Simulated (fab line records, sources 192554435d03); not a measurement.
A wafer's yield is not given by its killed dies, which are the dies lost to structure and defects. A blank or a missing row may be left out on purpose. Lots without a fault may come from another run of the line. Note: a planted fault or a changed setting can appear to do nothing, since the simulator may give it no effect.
What tool caused it? + flow n5Finfet + 10 lots with 29 wafers sampled at 6 steps, on a route of 1938 steps

## WHAT THE GAUGES READ, wafer by wafer
N5_SD_EPI_P_OVL_MEAS_10.
| lot  | measured    | on         | SD_P_BLK_OVL (nm) |
|------|-------------|------------|-------------------|
| L746 | day 3 11:18 | overlay-01 | 0.1 0.9 0.4       |
| L749 | day 4 07:04 | overlay-02 | 0.9 0.2 0.6       |
| L751 | day 4 18:01 | overlay-02 | 0.1 -1.0 -0.1     |
| L755 | day 5 18:14 | overlay-02 | -1.4 -1.6 -2.1    |
| L757 | day 6 06:59 | overlay-01 | -0.6 -1.5 -1.1    |
| L758 | day 6 11:54 | overlay-02 | -0.4 -0.3         |
| L759 | day 6 18:46 | overlay-02 | 0.0 0.8 -0.5      |
| L762 | day 7 11:09 | overlay-01 | -0.5 0.0 -1.0     |
| L763 | day 7 17:24 | overlay-01 | -0.7 0.2 0.2      |
| L766 | day 8 10:48 | overlay-02 | 0.0 -0.8 -0.1     |

N5_SD_ACTIVATION_RS_MEAS_03: a four-point-probe measurement.
| lot  | measured    | on           | RS_SD_N (ohm/sq) | RS_SD_P (ohm/sq) |
|------|-------------|--------------|------------------|------------------|
| L746 | day 3 15:47 | filmMetro-01 | 21.8 22.4 21.9   | 55.8 55.3 55.4   |
| L749 | day 4 11:41 | filmMetro-02 | 22.7 22.3 22.6   | 56.0 56.1 56.4   |
| L751 | day 4 22:15 | filmMetro-01 | 21.8 21.6 21.8   | 56.0 56.3 55.4   |
| L755 | day 5 22:32 | filmMetro-02 | 21.6 21.7 21.5   | 57.3 56.6 56.8   |
| L757 | day 6 12:18 | filmMetro-02 | 21.9 21.7 21.9   | 55.7 56.0 55.2   |
| L758 | day 6 16:26 | filmMetro-02 | 21.9 22.3        | 55.8 55.7        |
| L759 | day 6 23:01 | filmMetro-01 | 21.9 22.3 22.1   | 55.4 54.7 54.6   |
| L762 | day 7 15:23 | filmMetro-02 | 24.0 23.8 23.9   | 56.1 57.3 55.9   |
| L763 | day 7 22:31 | filmMetro-01 | 23.5 23.4 23.4   | 58.1 57.2 56.1   |
| L766 | day 8 15:17 | filmMetro-02 | 23.7 23.6 23.8   | 55.3 55.2 55.4   |

N5_BEOL_M4_RC_MEAS_101.
| lot  | measured     | on        | DIBL_N (mV/V)  | DIBL_P (mV/V)  | IOFF_N (nA/um) | IOFF_P (nA/um) | ION_N (uA/um) | ION_P (uA/um) | RC_DENSE_N (ohm.um) | RC_N (ohm.um)  | RS_SD_N (ohm/sq) | SS_N (mV/dec)  | SS_P (mV/dec)  | VT_N (mV)   | VT_P (mV)      |
|------|--------------|-----------|----------------|----------------|----------------|----------------|---------------|---------------|---------------------|----------------|------------------|----------------|----------------|-------------|----------------|
| L746 | day 7 15:59  | prober-02 | 36.3 36.8 38.4 | 36.0 36.5 37.9 | 0.14 0.14 0.17 | 0.21 0.21 0.25 | 683 665 676   | 471 462 464   | 19.2 19.1 18.3      | 15.6 15.5 14.8 | 28.1 29.0 28.6   | 71.0 71.5 71.2 | 73.8 73.4 74.0 | 254 253 250 | -254 -253 -251 |
| L749 | day 8 17:03  | prober-02 | 36.0 38.8 38.9 | 35.8 39.2 39.4 | 0.14 0.20 0.19 | 0.22 0.28 0.28 | 661 679 675   | 460 467 473   | 19.2 18.5 18.5      | 15.6 15.2 15.1 | 29.3 28.9 29.5   | 72.0 71.9 72.2 | 73.4 74.3 74.7 | 255 249 248 | -250 -244 -244 |
| L751 | day 9 00:52  | prober-01 | 39.4 39.9 40.0 | 39.1 40.1 39.6 | 0.25 0.24 0.26 | 0.27 0.28 0.28 | 681 683 683   | 460 461 464   | 19.4 18.6 19.4      | 15.7 15.2 15.9 | 28.3 28.1 28.1   | 72.0 72.9 72.5 | 74.2 74.2 73.5 | 244 245 246 | -247 -247 -248 |
| L755 | day 9 19:12  | prober-01 | 34.6 36.0 35.9 | 34.2 36.7 36.5 | 0.14 0.18 0.17 | 0.17 0.20 0.20 | 675 683 694   | 458 469 469   | 18.7 18.6 18.4      | 15.1 15.1 15.1 | 28.2 28.1 27.6   | 71.9 71.6 72.3 | 73.1 73.8 74.3 | 252 249 249 | -255 -251 -252 |
| L757 | day 10 13:17 | prober-02 | 34.2 36.8 36.3 | 36.2 39.3 38.6 | 0.13 0.18 0.17 | 0.19 0.24 0.24 | 672 669 689   | 466 461 475   | 18.3 18.4 18.6      | 15.1 15.1 15.2 | 28.6 28.1 28.3   | 70.9 72.6 71.2 | 72.7 73.5 74.0 | 253 246 247 | -252 -248 -247 |
| L758 | day 10 20:37 | prober-01 | 38.2 35.9      | 37.3 35.5      | 0.17 0.14      | 0.19 0.17      | 673 669       | 450 451       | 18.3 18.4           | 14.9 15.1      | 28.2 29.0        | 72.4 70.9      | 73.8 72.5      | 249 252     | -257 -256      |
| L759 | day 11 05:43 | prober-01 | 36.4 35.1 38.9 | 38.2 35.3 40.0 | 0.18 0.15 0.22 | 0.25 0.19 0.27 | 687 670 682   | 474 457 467   | 19.0 18.9 19.7      | 15.7 15.3 16.2 | 28.5 28.7 28.5   | 71.8 71.4 72.6 | 73.9 73.2 74.5 | 246 249 246 | -248 -250 -250 |
| L762 | day 11 13:49 | prober-02 | 36.1 38.5 35.7 | 33.5 36.5 33.4 | 0.13 0.17 0.13 | 0.19 0.23 0.18 | 659 676 649   | 451 464 455   | 20.3 20.1 19.8      | 16.6 16.4 16.3 | 31.1 30.8 31.0   | 71.1 71.7 71.4 | 72.5 73.8 73.3 | 253 252 254 | -255 -248 -254 |
| L763 | day 11 21:50 | prober-01 | 37.6 36.8 38.0 | 38.2 36.0 37.4 | 0.18 0.15 0.18 | 0.22 0.19 0.23 | 683 665 673   | 465 461 464   | 20.1 20.5 20.3      | 16.4 16.7 16.2 | 30.1 30.1 30.5   | 71.7 72.1 72.0 | 73.5 73.6 73.1 | 249 250 250 | -252 -255 -248 |
| L766 | day 12 16:59 | prober-01 | 37.4 36.7 38.0 | 36.2 35.1 37.4 | 0.15 0.14 0.17 | 0.19 0.19 0.21 | 660 663 685   | 454 454 464   | 19.9 20.2 20.0      | 16.2 16.5 16.3 | 30.4 30.5 30.4   | 72.0 71.2 71.6 | 73.3 73.0 74.0 | 252 253 246 | -252 -254 -253 |

## WHICH TOOL RAN EACH LOT (tool, then ch and the chambers of the sampled wafers, then the start)
| lot  | N5_SD_EPI_P_ETCH_36              | N5_SD_ACTIVATION_LSA_01          | N5_ILD0_LINER_00                |
|------|----------------------------------|----------------------------------|---------------------------------|
| L746 | rieDiel-03 ch 2,3, day 3 11:23   | laserAnneal-02 ch 0, day 3 15:36 | aldSin-02 ch 0,1,3, day 3 16:06 |
| L749 | rieDiel-03 ch 0,1, day 4 07:28   | laserAnneal-01 ch 0, day 4 11:29 | aldSin-01 ch 0,1,2, day 4 12:02 |
| L751 | rieDiel-03 ch 2,3, day 4 18:07   | laserAnneal-01 ch 0, day 4 22:03 | aldSin-01 ch 0,2, day 4 22:56   |
| L755 | rieDiel-01 ch 2,3, day 5 18:19   | laserAnneal-01 ch 0, day 5 22:21 | aldSin-02 ch 0,3, day 5 22:52   |
| L757 | rieDiel-01 ch 0,2,3, day 6 07:10 | laserAnneal-01 ch 0, day 6 12:05 | aldSin-01 ch 0,2,3, day 6 12:39 |
| L758 | rieDiel-01 ch 0,2, day 6 12:14   | laserAnneal-02 ch 0, day 6 16:15 | aldSin-01 ch 0,2, day 6 16:45   |
| L759 | rieDiel-03 ch 0,1,3, day 6 18:51 | laserAnneal-01 ch 0, day 6 22:49 | aldSin-02 ch 0,2,3, day 6 23:30 |
| L762 | rieDiel-01 ch 1,2,3, day 7 11:14 | laserAnneal-01 ch 0, day 7 15:10 | aldSin-01 ch 0,1,3, day 7 15:46 |
| L763 | rieDiel-03 ch 1,2, day 7 17:31   | laserAnneal-01 ch 0, day 7 22:19 | aldSin-03 ch 2,3, day 7 22:51   |
| L766 | rieDiel-03 ch 0,1,3, day 8 11:10 | laserAnneal-01 ch 0, day 8 15:05 | aldSin-01 ch 1,2,3, day 8 15:53 |
- N5_SD_EPI_P_ETCH_36: etches SiARC in CF4, target depth 45.5 nm, time 75.8 s.
- N5_SD_ACTIVATION_LSA_01: time 0.0008 s.
- N5_ILD0_LINER_00: material SiNx, target thk 4 nm, pulse time 1 s, purge time 2 s.

## WHAT THE TOOLS THEMSELVES READ (means of the sampled wafers that have a number; where no wafer has one, the mark that the record gives instead)
N5_SD_EPI_P_ETCH_36.
| lot  | tool       | drypumpMotorCurrentA (A) | etchRfOnTimeS (s) | oesProductAu (a.u.) | rfVppV (V) | showerheadPlenumPTorr (Torr) | throttleValvePct (%) |
|------|------------|--------------------------|-------------------|---------------------|------------|------------------------------|----------------------|
| L746 | rieDiel-03 | 5.1                      | 75.6              | 0.66                | 184.0      | 2.12                         | 15.58                |
| L749 | rieDiel-03 | 6.0                      | 77.4              | 0.76                | 184.2      | 2.12                         | 15.44                |
| L751 | rieDiel-03 | 5.3                      | 76.3              | 0.64                | 184.2      | 2.17                         | 15.60                |
| L755 | rieDiel-01 | 5.3                      | 76.0              | 0.61                | 183.6      | 2.07                         | 15.77                |
| L757 | rieDiel-01 | 5.1                      | 75.6              | 0.66                | 183.6      | 2.11                         | 15.74                |
| L758 | rieDiel-01 | 5.0                      | 75.8              | 0.69                | 183.8      | 2.14                         | 15.80                |
| L759 | rieDiel-03 | 5.8                      | 76.7              | 0.67                | 184.5      | 2.15                         | 15.57                |
| L762 | rieDiel-01 | 5.4                      | 76.0              | 0.65                | 183.6      | 2.12                         | 15.77                |
| L763 | rieDiel-03 | 5.8                      | 74.9              | 0.73                | 182.8      | 2.08                         | 15.48                |
| L766 | rieDiel-03 | 5.8                      | 77.1              | 0.66                | 183.8      | 2.14                         | 15.60                |

N5_SD_ACTIVATION_LSA_01.
| lot  | tool           | wafer_temp_C_max |
|------|----------------|------------------|
| L746 | laserAnneal-02 | 1085.4           |
| L749 | laserAnneal-01 | 1088.9           |
| L751 | laserAnneal-01 | 1090.1           |
| L755 | laserAnneal-01 | 1087.6           |
| L757 | laserAnneal-01 | 1089.4           |
| L758 | laserAnneal-02 | 1085.2           |
| L759 | laserAnneal-01 | 1088.1           |
| L762 | laserAnneal-01 | 1073.4           |
| L763 | laserAnneal-01 | 1071.3           |
| L766 | laserAnneal-01 | 1072.7           |

N5_ILD0_LINER_00.
| lot  | tool      | heaterPowerW (W) | precursorPulseHeightRel | susceptorTempC (C) |
|------|-----------|------------------|-------------------------|--------------------|
| L746 | aldSin-02 | 876              | 0.995                   | 399.92             |
| L749 | aldSin-01 | 798              | 1.018                   | 400.07             |
| L751 | aldSin-01 | 759              | 1.001                   | 400.06             |
| L755 | aldSin-02 | 872              | 0.999                   | 399.86             |
| L757 | aldSin-01 | 763              | 0.983                   | 400.17             |
| L758 | aldSin-01 | 780              | 0.994                   | 400.10             |
| L759 | aldSin-02 | 859              | 1.002                   | 399.83             |
| L762 | aldSin-01 | 805              | 0.978                   | 399.99             |
| L763 | aldSin-03 | 921              | 1.006                   | 399.82             |
| L766 | aldSin-01 | 741              | 0.999                   | 399.94             |

## THE ANSWER, worked out from the rows above alone
Rule: what is usual is taken from the lots themselves. Put in order of their means at a reading, lots are off if they are a third of the lots or fewer, leave a main group of 4 or more, and stand apart from it by a gap of 3 or more times the standard deviation of the main group's means; of several such gaps the widest counts. The tables above print the reading to a certain number of digits; a main group whose means all agree to those digits is not used. A lot without any number at a reading at which 4 lots or more have one is off too. Any other lot the step has rows for is counted as sound. The gauges are gone through in route order, then the tools' own readings, and for those a lot's mean is taken as printed above. The first step at which some lot is off is used, and at that step the reading that is off furthest; a lot without a number counts as furthest.
Off: at N5_SD_ACTIVATION_RS_MEAS_03 (RS_SD_N), L762, L763, L766. Main group: mean 22.0 ohm/sq, sd 0.28.
If a tool, at a process step before that reading, ran all the lots that are off and no sound lot after the first of them, it fits. Not tried: the gauges at N5_SD_ACTIVATION_RS_MEAS_03; whatever is off there is also off at N5_SD_ACTIVATION_LSA_01, on other tools, and gauge error can't account for it. One fits: laserAnneal-01 at N5_SD_ACTIVATION_LSA_01. A fault onset in the window from L759 (day 6 22:49, its last sound lot) to L762 (day 7 15:10, its first lot off) fits.
On the lots that are off, the tool's own readings at N5_SD_ACTIVATION_LSA_01 differ by more than 5 times the standard deviation of the sound lots' means, which bears it out; wafer_temp_C_max reads 1072.5 there versus 1087.8 on the sound lots.

## WHAT HAD BEEN PUT IN BY THE SIMULATOR
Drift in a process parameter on laserAnneal-01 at N5_SD_ACTIVATION_LSA_01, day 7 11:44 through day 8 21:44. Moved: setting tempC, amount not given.
Lots struck among those shown: L762, L763, L766. Same finding as the rule above.
